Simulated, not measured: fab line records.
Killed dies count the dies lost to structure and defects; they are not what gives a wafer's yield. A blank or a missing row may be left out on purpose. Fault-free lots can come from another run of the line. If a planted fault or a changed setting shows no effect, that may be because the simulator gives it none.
A struck lot beside a sound one -- flow n5Finfet -- 36 out of 1938 route steps
Sound: wafers L273.1, L273.4, L273.6. Struck: wafers L265.1, L265.4 (left out: L265.6, a lot-mate that was not struck); the cause follows at the end.
Order at every step that has rows: each side's tool, ch and its chambers, its first start. Under that, the readings that differ: sound wafers -- struck wafers -- difference of the means -- sigmas: that difference in standard deviations of wafers without a fault.
alike: readings whose means differ by less than 2 such deviations, and words and numbers that are the same on both sides. not compared: withheld readings, readings that some wafer has no value for, bounds like >300 that may hide the same value, and numbers for which the record gives no deviation and whose values overlap.
Wherever a step has rows on one side only, a row that says differs or no value, or a row with sigmas, the two part there. Numbers that have no deviation but don't overlap get no sigmas and don't part them. A reading missing from all wafers of one side parts the sides only when that side holds two or more wafers.

first, 9 steps without rows for these wafers: N5_SD_EPI_P_COAT_35 (time 60 s, resist thk 35 nm); N5_SD_EPI_P_COAT_03 (resist thk 150 nm); N5_SD_EPI_P_EBR_05; N5_SD_EPI_P_SOFTBAKE_04 (time 60 s); N5_SD_EPI_P_EXPOSE_06 (exposes mask SD P BLK, target cd 240 nm); N5_SD_EPI_P_PEB_07 (peb time 60 s); N5_SD_EPI_P_DEVELOP_08 (develop time 30 s); N5_SD_EPI_P_DESCUM_14 (chemistry O2, time 7.9 s); N5_SD_EPI_P_ETCH_36 (etches SiARC in CF4, target depth 45.5 nm, time 75.8 s).
N5_SD_EPI_P_ETCH_37: etches SOC in N2/H2, overetch 108 nm, time 486 s.
  sound on rieDiel-02 ch 0,2,3, day 8 12:30; struck on rieDiel-03 ch 1,3, day 6 10:34
reading,sound,struck,difference,sigmas
model.SD_EPI_P.cdNm (nm),240.6 239.6 241,234.4 234,-6.2,
model.SiARC_of_SD_EPI_P_COAT_35.thkNm (nm),19.6 20 19.6,25.8 25.8,+6.1,
  alike: drypumpMotorCurrentA, oesProductAu, rfFwdPowerW, rfVppV, showerheadPlenumPTorr, throttleValvePct
  not compared: rfHoursCounterH
then, 1 step without rows for these wafers: N5_SD_EPI_P_STRIP_38 (strips in N2/H2).
N5_SD_EPI_P_ETCHBACK_46: etches SiNx in CH3F/O2, stops on SiO2, target depth 17.5 nm.
  sound on rieDiel-02 ch 0,2,3, day 8 12:50; struck on rieDiel-03 ch 1,3, day 6 10:54
reading,sound,struck,difference,sigmas
oesProductAu (a.u.),0.64 0.58 0.67,0.27 0.35,-0.32,-4
  alike: drypumpMotorCurrentA, oes_f_703_au, rfFwdPowerW, rfVppV, showerheadPlenumPTorr, throttleValvePct
  not compared: rfHoursCounterH
then, 1 step without rows for these wafers: N5_SD_EPI_P_ETCH_47 (etches SiOCN in CH3F/O2, target depth 25 nm).
N5_SD_EPI_P_ETCH_16: etches SiO2 in CHF3/O2, target depth 5 nm.
  sound on rieDiel-02 ch 0,2,3, day 8 13:02; struck on rieDiel-03 ch 1,3, day 6 11:06
reading,sound,struck,difference,sigmas
model.SiARC_of_SD_EPI_P_COAT_35.thkNm (nm),11.4 12 11.4,17.8 17.6,+6.1,
  alike: drypumpMotorCurrentA, oes_f_703_au, oesProductAu, rfFwdPowerW, rfVppV, showerheadPlenumPTorr, throttleValvePct
  not compared: rfHoursCounterH
then, 1 step without rows for these wafers: N5_SD_EPI_P_STRIP_50 (strips in CHF3/O2).
N5_SD_EPI_P_SD_RECESS_17: chemistry HBr/Cl2/O2, target depth 39.1 nm, bt time 3 s.
  sound on rieSi-05 ch 0,3, day 8 13:06; struck on rieSi-06 ch 1,2, day 6 11:10
reading,sound,struck,difference,sigmas
model.SD_EPI_P.cdNm (nm),240.6 239.4 240.8,234.6 234,-6.0,
  alike: drypumpMotorCurrentA, mfcCl2Sccm, oesProductAu, rfFwdPowerW, throttleValvePct
  not compared: rfHoursCounterH
then, 18 steps without rows for these wafers: N5_SD_EPI_P_WET_ETCH_45 (etches SiO2 in dHF, time 10.7 s, target depth 2 nm, rinse time 30 s); N5_SD_EPI_P_STRIP_40 (strips in N2/H2); N5_SD_EPI_P_PRECLEAN_52 (cleans in O3/DIW, time 60 s); N5_SD_EPI_P_SRD_20 (time 30 s); N5_SD_EPI_P_PRECLEAN_51 (cleans in NF3:NH3, afs cycles 1, time 20 s, sublimation time 60 s); N5_SD_EPI_P_VAPOR_ETCH_44 (etches SiGe30 in NF3/Ar, time 3.3 s); N5_SD_EPI_P_EPI_21 (deposits SiGe:B, time 355 s); N5_SD_EPI_P_HM_STRIP_48 (strips SiNx in H3PO4, material SiNx, target depth 3 nm); N5_SD_EPI_P_SRD_49 (time 30 s); N5_SD_EPI_P_PRECLEAN_24 (cleans in O3/DIW, time 45 s); N5_SD_EPI_P_PRECLEAN_32 (cleans in dHF, time 10 s); N5_SD_EPI_P_PRECLEAN_33 (cleans in SC2, time 45 s); N5_SD_EPI_P_SRD_25 (time 30 s); N5_SD_ACTIVATION_RTA_00 (time 0 s); N5_SD_ACTIVATION_LSA_01 (time 0.0008 s); N5_ILD0_LINER_00 (material SiNx, target thk 4 nm, pulse time 1 s, purge time 2 s); N5_ILD0_FCVD_FILL_01 (material SiO2 flowable, target thk 200 nm, time 328.3 s); N5_ILD0_CURE_02 (time 1800 s).
N5_BEOL_M4_RC_MEAS_101:
  the record has rows for the sound wafers here (prober-01 ch 0, day 17 18:34) and none for the struck ones
-- a jump in the record: the struck wafers' starts before and after are 13 days apart (it breaks off in module BEOL_M4 and resumes in module PASSIVATION, where the first step shown is number 1936 of the route) --
N5_PASSIVATION_PROBE_49:
  struck on prober-02, day 19 00:02; sound on prober-02, day 22 04:38
reading,sound,struck,difference,sigmas
defectLimitedYield (%),93.1 90.6 91.4,0 0,-92,-66
killedAtFrontEnd,26 57 42,1120 1112,+1074,+98
killedDies,82 111 101,1180 1180,+1082,+64
killedOnRim,11 12 5,152 152,+143,+37
sort_bin_5_function (%),4.2 5.4 4.6,96.1 96.4,+91.5,+92
sortNPass,1098 1069 1079,0 0,-1082,-57
sortYieldPct (%),93.1 90.6 91.4,0 0,-92,-57
  alike: killed_at_M0_to_M3, killed_at_M4_up, killedAtContacts, killedAtOther, killedOpen, killedShort, sort_bin_4_leakage, sort_bin_6_memory

WHERE THEY PART
Last at N5_PASSIVATION_PROBE_49 as far as this record goes, first at N5_SD_EPI_P_ETCHBACK_46.

WHY: what had been put in by the simulator
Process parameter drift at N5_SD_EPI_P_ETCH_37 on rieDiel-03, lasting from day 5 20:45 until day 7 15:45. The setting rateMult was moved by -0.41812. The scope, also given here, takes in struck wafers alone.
